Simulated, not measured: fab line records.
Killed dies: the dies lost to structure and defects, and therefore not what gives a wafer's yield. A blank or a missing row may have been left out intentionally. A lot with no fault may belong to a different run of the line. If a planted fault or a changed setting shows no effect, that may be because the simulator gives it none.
Which tool is to blame? | flow n5-finfet | 24 lots, 72 wafers sampled, at 4 steps of a route of 1938

WHAT EACH GAUGE READ, for each wafer
N5_BEOL_M8_THK_MEAS_01.
lot  | measured     | on            | M8_ILD_THK (nm)
L074 | day 9 21:15  | film-metro-02 | 156.6 155.8 154.3
L075 | day 10 09:34 | film-metro-01 | 151.5 155.0 155.7
L077 | day 10 15:17 | film-metro-02 | 155.0 157.6 158.2
L076 | day 10 21:10 | film-metro-02 | 153.5 155.8 156.3
L078 | day 11 00:05 | film-metro-01 | 154.4 156.2 155.8
L080 | day 11 02:20 | film-metro-01 | 154.5 154.4 156.6
L079 | day 11 04:23 | film-metro-02 | 154.9 152.8 157.0
L081 | day 11 18:10 | film-metro-02 | 155.9 154.8 157.9
L083 | day 12 02:53 | film-metro-01 | 154.7 157.5 157.0
L082 | day 12 04:31 | film-metro-02 | 152.3 155.3 154.5
L084 | day 12 21:07 | film-metro-02 | 153.8 156.2 157.5
L085 | day 13 04:19 | film-metro-01 | 154.3 156.6 156.4
L086 | day 13 04:46 | film-metro-01 | 155.1 156.9 157.3
L087 | day 13 06:13 | film-metro-01 | 152.2 157.8 155.5
L089 | day 13 08:39 | film-metro-01 | 155.4 156.0 156.7
L088 | day 13 18:05 | film-metro-02 | 154.1 155.6 157.3
L090 | day 14 02:34 | film-metro-01 | 153.9 151.4 151.5
L091 | day 14 07:02 | film-metro-01 | 155.6 155.1 155.6
L092 | day 14 07:29 | film-metro-01 | 152.4 152.3 151.3
L094 | day 14 23:08 | film-metro-02 | 155.4 157.6 157.8
L095 | day 15 06:13 | film-metro-01 | 153.9 154.0 157.4
L093 | day 15 06:41 | film-metro-02 | 154.4 156.7 158.3
L096 | day 15 10:04 | film-metro-01 | 153.9 154.3 157.2
L097 | day 15 14:16 | film-metro-02 | 154.9 157.9 157.0

N5_BEOL_M8_INSPECT_13: inspects for defects (brightfield).
lot  | measured     | on                | raw-defect-count
L074 | day 9 23:12  | defect-inspect-02 | 307 269 370
L075 | day 10 10:26 | defect-inspect-01 | 394 300 340
L077 | day 10 16:12 | defect-inspect-01 | 307 241 291
L076 | day 10 23:47 | defect-inspect-01 | 322 310 306
L078 | day 11 00:37 | defect-inspect-02 | 404 528 506
L080 | day 11 03:05 | defect-inspect-01 | 393 483 349
L079 | day 11 07:14 | defect-inspect-01 | 397 374 396
L081 | day 11 20:13 | defect-inspect-01 | 493 440 340
L083 | day 12 04:14 | defect-inspect-01 | 393 463 460
L082 | day 12 07:10 | defect-inspect-02 | 444 444 506
L084 | day 12 23:07 | defect-inspect-01 | 481 352 487
L085 | day 13 06:01 | defect-inspect-01 | 425 273 508
L086 | day 13 06:29 | defect-inspect-02 | 529 636 428
L087 | day 13 07:18 | defect-inspect-02 | 353 240 457
L089 | day 13 10:10 | defect-inspect-01 | 272 367 269
L088 | day 13 19:27 | defect-inspect-01 | 291 288 364
L090 | day 14 04:37 | defect-inspect-01 | 351 285 301
L091 | day 14 10:39 | defect-inspect-02 | 442 326 419
L092 | day 14 10:49 | defect-inspect-01 | 316 356 353
L094 | day 15 00:26 | defect-inspect-02 | 319 447 478
L095 | day 15 08:05 | defect-inspect-02 | 427 313 476
L093 | day 15 08:17 | defect-inspect-02 | 404 472 438
L096 | day 15 12:02 | defect-inspect-02 | 491 409 465
L097 | day 15 16:14 | defect-inspect-02 | 355 420 406

TOOL THAT RAN EACH LOT (tool first, then ch and the chambers of the sampled wafers, then the start)
lot  | N5_BEOL_M7_ALD_77                   | N5_BEOL_M7_CMP_52
L074 | ald-metal-01 ch 0,1,3, day 9 19:08  | cmp-01 ch 0,1,3, day 9 20:13
L075 | ald-metal-02 ch 2,3, day 10 05:20   | cmp-03 ch 0,3, day 10 08:28
L077 | ald-metal-01 ch 0,1,3, day 10 12:38 | cmp-03 ch 0,1,2, day 10 14:14
L076 | ald-metal-01 ch 0,2,3, day 10 15:59 | cmp-03 ch 0,1,3, day 10 20:05
L078 | ald-metal-03 ch 1,3, day 10 20:20   | cmp-03 ch 1,3, day 10 23:01
L080 | ald-metal-02 ch 1,2,3, day 10 23:37 | cmp-03 ch 1,3, day 11 01:16
L079 | ald-metal-01 ch 0,1,3, day 11 00:07 | cmp-01 ch 0,1,3, day 11 03:22
L081 | ald-metal-01 ch 0,1,2, day 11 14:41 | cmp-04 ch 2,3, day 11 17:05
L083 | ald-metal-01 ch 2,3, day 11 23:22   | cmp-01 ch 1,2,3, day 12 01:53
L082 | ald-metal-01 ch 0,1, day 12 02:06   | cmp-03 ch 0,1, day 12 03:27
L084 | ald-metal-02 ch 1,3, day 12 18:24   | cmp-03 ch 0,1,3, day 12 19:45
L085 | ald-metal-02 ch 1,2,3, day 13 00:14 | cmp-03 ch 1,2, day 13 01:23
L086 | ald-metal-01 ch 1,2,3, day 13 00:49 | cmp-03 ch 0,2,3, day 13 02:13
L087 | ald-metal-03 ch 0,1,3, day 13 03:13 | cmp-01 ch 0,3, day 13 04:26
L089 | ald-metal-01 ch 0,1,3, day 13 06:37 | cmp-03 ch 0,2,3, day 13 07:34
L088 | ald-metal-02 ch 0,1,2, day 13 15:09 | cmp-01 ch 0,3, day 13 17:01
L090 | ald-metal-03 ch 0,2,3, day 14 00:04 | cmp-04 ch 0,2,3, day 14 01:19
L091 | ald-metal-01 ch 2,3, day 14 04:26   | cmp-03 ch 2,3, day 14 05:58
L092 | ald-metal-03 ch 0,1,3, day 14 04:30 | cmp-03 ch 0,1,2, day 14 06:25
L094 | ald-metal-01 ch 0,1, day 14 20:29   | cmp-03 ch 0,2, day 14 22:03
L095 | ald-metal-02 ch 0,1, day 15 03:41   | cmp-01 ch 0,2, day 15 05:10
L093 | ald-metal-02 ch 2,3, day 15 04:19   | cmp-03 ch 1,3, day 15 05:31
L096 | ald-metal-03 ch 0,1,2, day 15 07:52 | cmp-03 ch 1,2, day 15 08:59
L097 | ald-metal-03 ch 0,2, day 15 12:02   | cmp-04 ch 0,3, day 15 13:12
- N5_BEOL_M7_ALD_77: deposits TaN, target thk 2 nm, pulse time 2 s, purge time 3 s.
- N5_BEOL_M7_CMP_52: polishes, stops on SiCOH lowk, t overpolish 6.9 s, target thk 80 nm.

AS READ BY THE TOOLS THEMSELVES (means over the sampled wafers that have a number; for cases with no such wafer, the mark the record gives instead)
N5_BEOL_M7_ALD_77.
lot  | tool         | heater-power-w (W)
L074 | ald-metal-01 | 469
L075 | ald-metal-02 | 375
L077 | ald-metal-01 | 471
L076 | ald-metal-01 | 455
L078 | ald-metal-03 | 460
L080 | ald-metal-02 | 393
L079 | ald-metal-01 | 463
L081 | ald-metal-01 | 470
L083 | ald-metal-01 | 484
L082 | ald-metal-01 | 441
L084 | ald-metal-02 | 390
L085 | ald-metal-02 | 394
L086 | ald-metal-01 | 498
L087 | ald-metal-03 | 417
L089 | ald-metal-01 | 472
L088 | ald-metal-02 | 395
L090 | ald-metal-03 | 389
L091 | ald-metal-01 | 478
L092 | ald-metal-03 | 424
L094 | ald-metal-01 | 483
L095 | ald-metal-02 | 403
L093 | ald-metal-02 | 382
L096 | ald-metal-03 | 400
L097 | ald-metal-03 | 355

N5_BEOL_M7_CMP_52.
lot  | tool   | barrier-field-endpoint-s (s) | motor-current-A (A) | overpolish-run-s (s) | slurry-filter-dp-kPa (kPa) | time-to-endpoint-s (s)
L074 | cmp-01 | 28.8                         | 6.1                 | 6.898                | 13.56                      | 65.0
L075 | cmp-03 | 28.8                         | 7.1                 | 6.893                | 13.51                      | 60.8
L077 | cmp-03 | 29.2                         | 5.9                 | 6.897                | 13.48                      | 64.8
L076 | cmp-03 | 28.0                         | 6.5                 | 6.897                | 13.47                      | 61.0
L078 | cmp-03 | 28.4                         | 6.5                 | 6.900                | 13.49                      | 62.5
L080 | cmp-03 | 29.4                         | 6.5                 | 6.896                | 13.42                      | 62.2
L079 | cmp-01 | 28.9                         | 6.0                 | 6.901                | 13.50                      | 61.7
L081 | cmp-04 | 29.5                         | 6.2                 | 6.898                | 13.52                      | 64.8
L083 | cmp-01 | 29.0                         | 5.9                 | 6.908                | 13.55                      | 62.2
L082 | cmp-03 | 29.0                         | 5.9                 | 6.905                | 13.57                      | 63.9
L084 | cmp-03 | 29.0                         | 6.5                 | 6.905                | 13.50                      | 61.9
L085 | cmp-03 | 28.8                         | 6.2                 | 6.901                | 13.52                      | 64.7
L086 | cmp-03 | 29.1                         | 6.7                 | 6.894                | 13.55                      | 61.7
L087 | cmp-01 | 28.7                         | 6.1                 | 6.899                | 13.69                      | 63.3
L089 | cmp-03 | 28.8                         | 6.4                 | 6.899                | 13.48                      | 64.3
L088 | cmp-01 | 28.7                         | 5.9                 | 6.892                | 13.55                      | 61.2
L090 | cmp-04 | 27.9                         | 5.9                 | 6.895                | 13.44                      | 63.1
L091 | cmp-03 | 29.5                         | 6.9                 | 6.899                | 13.40                      | 61.9
L092 | cmp-03 | 29.4                         | 6.0                 | 6.897                | 13.63                      | 62.6
L094 | cmp-03 | 29.4                         | 6.2                 | 6.907                | 13.42                      | 63.5
L095 | cmp-01 | 28.7                         | 5.6                 | 6.898                | 13.47                      | 62.2
L093 | cmp-03 | 28.3                         | 6.5                 | 6.902                | 13.48                      | 60.2
L096 | cmp-03 | 29.0                         | 6.4                 | 6.902                | 13.49                      | 63.7
L097 | cmp-04 | 28.1                         | 5.5                 | 6.893                | 13.64                      | 61.0

THE ANSWER, worked out from the rows above alone
Rule: usual is defined by the lots themselves. Put in order of their means at a reading, lots are off if they are a third of the lots or fewer, leave a main group of 4 or more, and stand apart from it by a gap of 3 or more times the standard deviation of the main group's means; of several such gaps the widest counts. Not used: any main group whose means are identical at the precision the tables above print for the reading. Also off: a lot with no number at a reading for which 4 or more lots have one. Any other lot the step has rows for is counted as sound. The gauges are gone through in route order, then the tools' own readings, and for those a lot's mean is taken as printed above. At the first step where some lot is off, the reading lying furthest off is the one used; lots without a number count as furthest.
Across all readings shown, no lot is off: no conclusion can be drawn from this.

WHAT THE SIMULATOR PUT IN
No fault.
